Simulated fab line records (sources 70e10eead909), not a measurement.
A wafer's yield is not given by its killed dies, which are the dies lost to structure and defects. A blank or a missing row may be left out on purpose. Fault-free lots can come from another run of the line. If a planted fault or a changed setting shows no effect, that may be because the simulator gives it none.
Matching of chambers :: flow nand-harc :: ald-metal-03 running NHARC_A_WL_FILL_ALD_02: 4 sister chambers
The step deposits TiN, target thk 2 nm, pulse time 3 s, ald cycles 100. 14 wafers are shown with their chamber, then 6 later ones without.

## WAFERS PAIRED WITH THEIR CHAMBERS
wafer: L807.2
chamber: 2
heater-power-w (W): 1316
precursor-pulse-height-rel: 0.974

wafer: L807.3
chamber: 1
heater-power-w (W): 1076
precursor-pulse-height-rel: 1.025

wafer: L807.6
chamber: 3
heater-power-w (W): 853
precursor-pulse-height-rel: 1.031

wafer: L812.2
chamber: 3
heater-power-w (W): 831
precursor-pulse-height-rel: 0.967

wafer: L812.3
chamber: 0
heater-power-w (W): 1106
precursor-pulse-height-rel: 0.990

wafer: L812.6
chamber: 3
heater-power-w (W): 861
precursor-pulse-height-rel: 0.996

wafer: L814.1
chamber: 1
heater-power-w (W): 1079
precursor-pulse-height-rel: 0.999

wafer: L814.2
chamber: 2
heater-power-w (W): 1289
precursor-pulse-height-rel: 0.999

wafer: L814.6
chamber: 1
heater-power-w (W): 1098
precursor-pulse-height-rel: 1.026

wafer: L816.2
chamber: 0
heater-power-w (W): 1100
precursor-pulse-height-rel: 0.990

wafer: L816.3
chamber: 3
heater-power-w (W): 852
precursor-pulse-height-rel: 1.011

wafer: L816.4
chamber: 1
heater-power-w (W): 1091
precursor-pulse-height-rel: 1.001

wafer: L819.2
chamber: 1
heater-power-w (W): 1090
precursor-pulse-height-rel: 0.995

wafer: L819.3
chamber: 2
heater-power-w (W): 1321
precursor-pulse-height-rel: 0.990

SIGNATURES, as means of the wafers listed above
reading: heater-power-w
chamber 0: 1103.00
chamber 1: 1086.80
chamber 2: 1308.67
chamber 3: 849.25
scatter within a chamber: 12

reading: precursor-pulse-height-rel
chamber 0: 0.99000
chamber 1: 1.00920
chamber 2: 0.98767
chamber 3: 1.00125
scatter within a chamber: 0.0185
Rule: distance of a wafer from a chamber = root of the sum over the readings of ((wafer's reading minus chamber's mean) / reading's scatter) squared. If the next closest chamber is less than 2 further off than the closest, the wafer can't be placed; otherwise it belongs to the closest. How the scatter is found: for the shown wafers, subtract from each reading the mean of its chamber, square and add these, divide the total by (wafers less chambers), then take the root.

## WAFERS WITHOUT THEIR CHAMBER
wafer: L819.5
heater-power-w (W): 1072
precursor-pulse-height-rel: 0.989

wafer: L824.1
heater-power-w (W): 1104
precursor-pulse-height-rel: 1.005

wafer: L824.3
heater-power-w (W): 1114
precursor-pulse-height-rel: 1.010

wafer: L829.1
heater-power-w (W): 1092
precursor-pulse-height-rel: 0.986

wafer: L829.2
heater-power-w (W): 1285
precursor-pulse-height-rel: 0.963

wafer: L829.3
heater-power-w (W): 1083
precursor-pulse-height-rel: 1.042

## THE CHAMBER EACH PASSED THROUGH
wafer: L819.5
from the rows above: can't be placed: 1 or 0
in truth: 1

wafer: L824.1
from the rows above: can't be placed: 0 or 1
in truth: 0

wafer: L824.3
from the rows above: can't be placed: 0 or 1
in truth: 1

wafer: L829.1
from the rows above: can't be placed: 0 or 1
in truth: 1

wafer: L829.2
from the rows above: 2
in truth: 2

wafer: L829.3
from the rows above: can't be placed: 1 or 0
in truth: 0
Correct placement for 1 of the 6. Not placeable from these rows: 5 (in 5, the candidates include the true chamber). Placed wrongly: 0.
